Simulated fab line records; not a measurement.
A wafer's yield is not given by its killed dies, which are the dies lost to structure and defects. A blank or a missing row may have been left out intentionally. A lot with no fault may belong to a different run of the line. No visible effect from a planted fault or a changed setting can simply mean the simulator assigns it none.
fab line records -- flow n5-finfet
record: lots: 4, wafers: 12, last-day: 18
route steps=1938 shown MOL_CONTACT_COAG@572 BEOL_M4@1111 PASSIVATION@1936
lots that met no fault: taken from a fault-free run of the same line
start-h: hours from the record's opening day to when the first of the lot's shown wafers began -- wait-h: hours from the lot's prior step to this one -- " same as the row above -- L1.1+2: a row that stands for several wafers -- - no value, or no start given -- * or withheld: withheld -- < > ~ a bound
route shown NAME@n: a module of which the file shows steps, and the number in the route of the first -- usual: mean and standard deviation over wafers with no fault -- same: alike in all rows -- chamber/n: place in a boat -- sites: the reading at each site -- _std_site: how widely they spread, as a standard deviation -- _edge_site: mean of outer sites minus mean of inner sites -- radius-mm: how far each site lies from the wafer's centre -- mask NAME#n: copy n -- behind: tool/chamber where the wafer was last shaped -- hold: reason for holding the lot/hours on hold/outcome of the hold -- device: which transistor (n, p or np) failed to switch -- end of line: tests of these same wafers at the route's end -- where a step has no rows: the recipe by itself -- killed: dies lost to structure and defects at the first sort, not the wafer's yield -- map: a wafer's dies, marking killed ones x, the rest . and places with no die _
set.NAME: setting as actually run; set.NAME@STEP: the setting as run at that earlier step -- model.NAME: the simulator's own value behind a step, which no gauge read
lots at some steps of the route; a table a step, a row a wafer
services: the hour from which a tool's chamber was out of use, counted from the record's first day as start-h (under 0 if before that day), plus the number of hours and why
== steps ==
step: N5_MOL_CONTACT_COAG_DEVELOP_83
recipe: develop-time-s: 30, developer: TMAH, resist: CAR-EUV, rinse-liquid: surfactant-rinse, dry: air-spin, dev-temp-c: 23
step: N5_MOL_CONTACT_COAG_DESCUM_88
recipe: chemistry: O2, time-s: 7, source-power-w: 50, bias-power-w: 20, pressure-mtorr: 20, rf-frequency-hz: 2.712e+07, temp-c: 40, resist: CAR-EUV, o2-flow-sccm: 225
step: N5_MOL_CONTACT_COAG_ETCH_89
recipe: chemistry: N2/H2, target: underlayer, target-depth-a: 130, mask-material: CAR-EUV, time-s: 10.4, ion-energy-ev: 200, pressure-mtorr: 30, source-w: 840, bias-w: 150, n2-flow-sccm: 200, h2-flow-sccm: 200, ends: cleared
step: N5_MOL_CONTACT_COAG_ETCH_90
recipe: chemistry: CF4, target: SiARC, target-depth-a: 130, mask-material: CAR-EUV, time-s: 21.7, ion-energy-ev: 80, pressure-mtorr: 40, source-w: 545, bias-w: 36, Ar_flow_sccm: 100, cf4-flow-sccm: 100, ends: cleared
step: N5_MOL_CONTACT_COAG_ALD_131
recipe: material: SiO2, target-thk-a: 50, temp-c: 100, ald-precursor-family: BDEAS, ald-co-reactant: O2-plasma, pulse-time-s: 1, co-reactant-pulse-time-s: 1, purge-time-s: 2, co-reactant-purge-time-s: 2, ald-cycles: 35, pressure-torr: 2
step: N5_MOL_CONTACT_COAG_ETCHBACK_132
recipe: chemistry: CHF3, target: SiO2, target-depth-a: 100, time-s: 6.7, ion-energy-ev: 200, pressure-mtorr: 30, source-w: 610, bias-w: 170, Ar_flow_sccm: 200, CHF3_flow_sccm: 50
step: N5_MOL_CONTACT_COAG_ETCH_91
recipe: chemistry: N2/H2, target: SOC, target-depth-a: 600, overetch-a: 210, mask-material: SiARC, temp-c: 40, time-s: 101.2, ion-energy-ev: 200, pressure-mtorr: 30, source-w: 840, bias-w: 150, n2-flow-sccm: 200, h2-flow-sccm: 200
step: N5_MOL_CONTACT_COAG_STRIP_92
recipe: chemistry: N2/H2, temp-c: 40, n2-flow-sccm: 200, h2-flow-sccm: 200, rf-frequency-hz: 6e+07
step: N5_MOL_CONTACT_COAG_STRIP_93
recipe: chemistry: N2/H2, temp-c: 40, n2-flow-sccm: 200, h2-flow-sccm: 200, rf-frequency-hz: 6e+07
step: N5_MOL_CONTACT_COAG_ETCHBACK_135
recipe: chemistry: CHF3, target: SiO2, target-depth-a: 250, time-s: 16.7, ion-energy-ev: 200, pressure-mtorr: 30, source-w: 610, bias-w: 170, Ar_flow_sccm: 200, CHF3_flow_sccm: 50
usual: bias-w: 170.0/0.52, drypump-motor-current-A: 5.6/0.51, oes-product-au: 0.80/0.088, rf-vpp-V: 524/9.8, showerhead-plenum-p-Torr: 2.36/0.057, throttle-valve-pct: 18.65/0.25
same: time-s: 16.7
lot.wafer,tool,chamber,start-h,wait-h,bias-w,drypump-motor-current-A,oes-product-au,rf-hours-counter-h,rf-vpp-V,showerhead-plenum-p-Torr,throttle-valve-pct,model.SOC_of_MOL_CONTACT_COAG_COAT_75.thk-nm
L422.1,rie-diel-05,2,141.16,0.0,170.3,6.1,0.67,247,523,2.44,18.74,57.4
L422.2,rie-diel-05,0,141.16,0.0,170.3,5.7,0.72,212,514,2.36,18.83,57.6
L422.4,rie-diel-05,0,141.16,0.0,169.7,5.7,0.73,-,515,2.36,18.83,57.4
L426.2,rie-diel-05,3,165.70,0.0,169.6,6.6,0.94,8,536,2.34,18.24,57.4
L426.4,rie-diel-05,1,165.70,0.0,169.8,5.8,0.89,210,531,2.27,19.03,56.4
L426.5,rie-diel-05,3,165.70,0.0,169.7,6.6,0.94,-,536,2.34,18.25,57.4
L429.3,rie-diel-05,1,182.47,0.0,170.5,5.8,0.69,215,530,2.27,19.00,57.4
L429.5,rie-diel-05,0,182.47,0.0,170.5,5.7,0.71,-,516,2.36,18.84,57.6
L429.6,rie-diel-05,3,182.47,0.0,169.9,6.6,1.19,-,537,2.34,18.29,56.2
L435.2,rie-diel-01,2,224.69,0.0,169.9,5.4,0.82,68,513,2.32,18.75,57.2
L435.3,rie-diel-01,3,224.69,0.0,169.1,6.0,0.77,123,529,2.40,19.05,57.4
L435.6,rie-diel-01,3,224.69,0.0,169.4,6.1,0.77,-,530,2.40,19.06,57.2
step: N5_MOL_CONTACT_COAG_STRIP_118
recipe: chemistry: CHF3, resist: SiARC, rf-frequency-hz: 6e+07
step: N5_MOL_CONTACT_COAG_VIA_ETCH_46
recipe: chemistry: C4F6/O2, target-depth-a: 460, overetch-a: 92, mask-material: SOC, target: SiO2, bias-w: 455, pressure-mtorr: 10, time-s: 40, source-w: 325, Ar_flow_sccm: 300, C4F6_flow_sccm: 10, O2_flow_sccm: 10, ion-energy-ev: 575.3, ends: end-point
usual: bias-w: 455.2/1.3, drypump-motor-current-A: 5.6/0.5, oes-product-au: 0.72/0.072, rf-vpp-V: 1587/28, showerhead-plenum-p-Torr: 2.82/0.069, throttle-valve-pct: 40.7/0.36
lot.wafer,tool,chamber,start-h,wait-h,bias-w,drypump-motor-current-A,oes-product-au,rf-hours-counter-h,rf-vpp-V,showerhead-plenum-p-Torr,throttle-valve-pct,model.SOC_of_MOL_CONTACT_COAG_COAT_75.thk-nm
L422.1,rie-diel-05,2,141.19,0.0,453.8,6.1,0.60,247,1583,2.91,40.7,51
L422.2,rie-diel-05,0,141.19,0.0,455.2,5.7,0.64,212,1560,2.82,40.6,50.8
L422.4,rie-diel-05,0,141.19,0.0,453.5,5.7,0.64,-,1560,2.82,40.6,50.6
L426.2,rie-diel-05,3,165.73,0.0,454.3,6.6,0.84,8,1621,2.79,40.5,50.6
L426.4,rie-diel-05,1,165.73,0.0,456.1,5.8,0.64,210,1603,2.71,41.0,49.6
L426.5,rie-diel-05,3,165.73,0.0,456.2,6.6,0.83,-,1621,2.79,40.5,50.6
L429.3,rie-diel-05,1,182.50,0.0,457.0,5.8,0.61,215,1603,2.70,41.0,50.6
L429.5,rie-diel-05,0,182.50,0.0,456.0,5.6,0.64,-,1561,2.81,40.6,50.8
L429.6,rie-diel-05,3,182.50,0.0,457.1,6.6,0.80,-,1621,2.79,40.5,49.4
L435.2,rie-diel-01,2,224.72,0.0,455.4,5.4,0.73,68,1554,2.77,41.1,50.8
L435.3,rie-diel-01,3,224.72,0.0,454.6,6.0,0.69,123,1604,2.86,40.9,50.8
L435.6,rie-diel-01,3,224.72,0.0,452.0,6.0,0.69,-,1602,2.86,40.9,50.6
step: N5_MOL_CONTACT_COAG_STRIP_96
recipe: chemistry: N2/H2, power-w: 500, temp-c: 40, pressure-mtorr: 50, rf-frequency-hz: 6e+07, overash-fraction: 0.3, bias-power-w: 28, h2-frac: 0.5, n2-flow-sccm: 300, h2-flow-sccm: 300
step: N5_BEOL_M4_RC_MEAS_101
usual: DIBL_N: 36.3/1.7, DIBL_P: 36.5/2.1, IOFF_N: 0.16/0.03, IOFF_P: 0.22/0.035, ION_N: 675/11, ION_P: 465/7.1, SS_N: 71.5/0.62, SS_P: 73.3/0.64, VT_N: 250/3.1, VT_P: -249.1/3
lot.wafer,tool,chamber,start-h,wait-h,DIBL_N[mV/V],DIBL_P[mV/V],IOFF_N[nA/um],IOFF_P[nA/um],ION_N[uA/um],ION_P[uA/um],SS_N[mV/dec],SS_P[mV/dec],VT_N[mV],VT_P[mV]
L422.1,prober-02,0,201.74,0.0,36.5,34.6,0.15,0.21,683,466,72.1,72.5,251,-249.8
L422.2,prober-02,0,201.74,0.0,36.5,35.3,0.15,0.21,673,467,72.0,73.9,250,-249.7
L422.4,prober-02,0,201.74,0.0,37.1,35.7,0.17,0.24,672,469,72.1,73.0,248,-246.0
L426.2,prober-02,0,226.60,0.2,35.6,33.2,0.14,0.18,665,456,70.7,73.3,250,-251.6
L426.4,prober-02,0,226.60,0.2,35.3,34.0,0.12,0.19,663,466,71.8,73.2,252,-247.7
L426.5,prober-02,0,226.60,0.2,32.5,31.1,0.10,0.15,662,466,69.9,72.9,254,-252.9
L429.3,prober-01,0,298.24,0.3,37.5,36.6,0.19,0.22,677,461,71.8,74.0,248,-249.0
L429.5,prober-01,0,298.24,0.3,35.0,35.4,0.15,0.21,669,462,71.4,73.5,250,-250.1
L429.6,prober-01,0,298.24,0.3,36.8,37.4,0.18,0.25,678,464,71.9,73.6,248,-246.1
L435.2,prober-01,0,309.13,0.2,35.8,34.8,0.16,0.22,694,476,71.4,73.4,248,-247.7
L435.3,prober-01,0,309.13,0.2,36.8,36.0,0.17,0.23,690,469,71.8,72.9,248,-244.7
L435.6,prober-01,0,309.13,0.2,35.3,33.7,0.13,0.19,670,463,70.9,72.6,253,-246.4
step: N5_PASSIVATION_PROBE_49
usual: defect-limited-yield: 91.2/1.4, killed_at_M0_to_M3: 36/10, killed_at_M4_up: 13/5.1, killed-at-contacts: 12/5.4, killed-at-front-end: 39/11, killed-at-other: 3.5/2.4, killed-dies: 104/17, killed-open: 67/13, killed-short: 36/8.3, sort_bin_5_function: 5.2/0.98, sort_bin_6_memory: 3.3/0.68, sort-n-pass: 1076/17, sort-yield-pct: 91.2/1.4
same: gross-dies: 1180, killed-at-back-side: 0, sort_bin_4_leakage[%]: 0, sort_bin_8_speed[%]: 0
lot.wafer,tool,chamber,start-h,wait-h,defect-limited-yield[%],killed_at_M0_to_M3,killed_at_M4_up,killed-at-contacts,killed-at-front-end,killed-at-other,killed-dies,killed-open,killed-short,sort_bin_5_function[%],sort_bin_6_memory[%],sort-n-pass,sort-yield-pct[%]
L422.1,prober-01,-,287.62,0.0,90.3,35,12,15,49,3,114,70,44,5.2,4.2,1066,90.3
L422.2,prober-01,-,287.67,0.1,92.4,27,15,3,42,3,90,68,22,4.4,3.2,1090,92.4
L422.4,prober-01,-,287.77,0.2,88.1,28,20,17,74,2,141,103,38,6.4,5.3,1039,88.1
L426.2,prober-01,-,319.65,0.1,90.6,48,9,16,35,3,111,66,44,5.0,4.0,1069,90.6
L426.4,prober-01,-,319.75,0.2,90.2,42,17,15,39,3,116,72,44,6.5,3.1,1064,90.2
L426.5,prober-01,-,319.80,0.2,90.8,42,17,15,31,4,109,77,29,5.7,3.3,1071,90.8
L429.3,prober-01,-,422.11,0.1,89.7,55,6,17,37,7,122,78,36,5.8,4.0,1058,89.7
L429.5,prober-01,-,422.21,0.2,90.3,47,12,18,31,7,115,67,47,5.6,3.6,1065,90.3
L429.6,prober-01,-,422.26,0.3,91.5,38,8,8,44,2,100,69,28,4.7,3.6,1080,91.5
L435.2,prober-01,-,439.05,0.1,92.9,25,8,10,37,4,84,57,25,3.6,3.4,1096,92.9
L435.3,prober-01,-,439.10,0.1,93.2,19,16,4,36,5,80,54,25,4.2,2.5,1100,93.2
L435.6,prober-01,-,439.25,0.3,92.3,35,5,8,40,3,91,57,33,4.3,3.0,1089,92.3
killed by level:class
L422.1 STI_FIN_REVEAL:geometric-particle:open=15 BEOL_M0_SAQP:geometric-particle:short=11 MOL_CONTACT_COAG:geometric-particle:open=10 FIN_SAQP:geometric-particle:short=8 FIN_SAQP:geometric-particle:open=7 DUMMY_GATE:geometric-particle:open=7 BEOL_M4:geometric-particle:open=6 MOL_CONTACT_COAG:geometric-particle:short=5
L422.2 STI_FIN_REVEAL:geometric-particle:open=27 BEOL_M0_SAQP:geometric-particle:open=9 BEOL_M4:geometric-particle:open=8 BEOL_M0_SAQP:geometric-particle:short=7 STI_FIN_REVEAL:geometric-particle:short=6 BEOL_M1:geometric-particle:open=6 BEOL_M3:geometric-particle:open=4 MOL_CONTACT_COAG:geometric-particle:open=3
L422.4 STI_FIN_REVEAL:geometric-particle:open=32 MOL_CONTACT_COAG:geometric-particle:open=16 FIN_SAQP:geometric-particle:short=10 BEOL_M0_SAQP:geometric-particle:open=10 FIN_SAQP:geometric-particle:open=6 BEOL_M2:geometric-particle:open=6 DUMMY_GATE:geometric-particle:open=5 GATE_CUT:geometric-particle:short=5
L426.2 BEOL_M0_SAQP:geometric-particle:short=18 MOL_CONTACT_COAG:geometric-particle:open=13 BEOL_M0_SAQP:geometric-particle:open=12 FIN_SAQP:geometric-particle:open=7 FIN_SAQP:geometric-particle:short=7 DUMMY_GATE:geometric-particle:open=6 BEOL_M3:geometric-particle:open=6 GATE_CUT:geometric-particle:short=5
L426.4 FIN_SAQP:geometric-particle:short=16 BEOL_M0_SAQP:geometric-particle:open=16 BEOL_M0_SAQP:geometric-particle:short=12 MOL_CONTACT_COAG:geometric-particle:open=11 FIN_SAQP:geometric-particle:open=8 BEOL_M4:geometric-particle:open=8 STI_FIN_REVEAL:geometric-particle:open=7 BEOL_M3:geometric-particle:open=7
L426.5 BEOL_M0_SAQP:geometric-particle:short=16 BEOL_M0_SAQP:geometric-particle:open=15 MOL_CONTACT_COAG:geometric-particle:open=14 STI_FIN_REVEAL:geometric-particle:open=9 BEOL_M4:geometric-particle:open=9 FIN_SAQP:geometric-particle:open=7 GATE_CUT:geometric-particle:short=4 BEOL_M3:geometric-particle:open=4
L429.3 BEOL_M0_SAQP:geometric-particle:short=17 MOL_CONTACT_COAG:geometric-particle:open=13 BEOL_M0_SAQP:geometric-particle:open=13 BEOL_M3:geometric-particle:open=12 BEOL_M1:geometric-particle:open=8 DUMMY_GATE:geometric-particle:open=6 BEOL_M4:geometric-particle:open=5 STI_FIN_REVEAL:geometric-particle:open=4
L429.5 BEOL_M0_SAQP:geometric-particle:short=16 MOL_CONTACT_COAG:geometric-particle:open=15 BEOL_M0_SAQP:geometric-particle:open=7 STI_FIN_REVEAL:geometric-particle:open=6 GATE_CUT:geometric-particle:short=6 STARTING-WAFER:geometric-particle:short=6 BEOL_M0:geometric-particle:open=5 BEOL_M2:geometric-particle:open=5
L429.6 FIN_SAQP:geometric-particle:open=16 BEOL_M1:geometric-particle:open=9 GATE_CUT:geometric-particle:short=8 MOL_CONTACT_COAG:geometric-particle:open=8 BEOL_M0_SAQP:geometric-particle:short=7 BEOL_M0_SAQP:geometric-particle:open=6 GATE_CUT:geometric-particle:open=4 BEOL_M0:geometric-particle:open=4
L435.2 FIN_SAQP:geometric-particle:open=12 BEOL_M0_SAQP:geometric-particle:open=11 MOL_CONTACT_COAG:geometric-particle:open=7 DUMMY_GATE:geometric-particle:open=5 BEOL_M0_SAQP:geometric-particle:short=5 FIN_SAQP:geometric-particle:short=4 GATE_CUT:geometric-particle:short=4 BEOL_M1:geometric-particle:open=4
L435.3 FIN_SAQP:geometric-particle:open=10 FIN_SAQP:geometric-particle:short=8 STI_FIN_REVEAL:geometric-particle:open=7 BEOL_M2:geometric-particle:open=6 BEOL_M5:geometric-particle:open=5 MOL_CONTACT_COAG:geometric-particle:open=4 BEOL_M0_SAQP:geometric-particle:open=4 STARTING-WAFER:geometric-particle:short=4
L435.6 BEOL_M0_SAQP:geometric-particle:short=15 STI_FIN_REVEAL:geometric-particle:open=9 BEOL_M0_SAQP:geometric-particle:open=9 MOL_CONTACT_COAG:geometric-particle:open=8 STARTING-WAFER:geometric-particle:open=5 FIN_SAQP:geometric-particle:short=4 FIN_SAQP:geometric-particle:open=4 DUMMY_GATE:geometric-particle:open=4
== services ==
tool,chamber,start-h,hours,kind
rie-diel-05,3,134.17,-,clean
rie-diel-05,3,134.17,-,consumable-replace:focus-ring
rie-diel-05,3,134.17,13.7,scheduled-down
rie-diel-05,3,134.17,13.7,vent-cycle
rie-diel-05,2,147.93,-,clean
rie-diel-05,2,147.93,-,consumable-replace:focus-ring
rie-diel-05,2,147.93,15.4,scheduled-down
rie-diel-05,2,147.93,15.4,vent-cycle
== key ==
first-sign: step: N5_MOL_CONTACT_COAG_ETCHBACK_135, reading: oes-product-au, direction: up, sigmas: 2.7, usual: 0.80, struck: 1.04
effect none on later readings
model-effect: step: N5_MOL_CONTACT_COAG_ETCHBACK_135, value: SOC_of_MOL_CONTACT_COAG_COAT_75.thk-nm, without: 57.5, struck: 56.3
model-effect: step: N5_MOL_CONTACT_COAG_VIA_ETCH_46, value: SOC_of_MOL_CONTACT_COAG_COAT_75.thk-nm, without: 50.7, struck: 49.5
met-at N5_MOL_CONTACT_COAG_ETCHBACK_135
struck-wafers L426.4,L429.6
onset-between 141.16 165.70
fault: kind: process-parameter-drift, tool: rie-diel-05, chamber: -, onset-h: 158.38, steps: N5_MOL_CONTACT_COAG_ETCHBACK_135, channel: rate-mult, offset: 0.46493, shape: step, end-h: 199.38, scope: struck-wafers-only
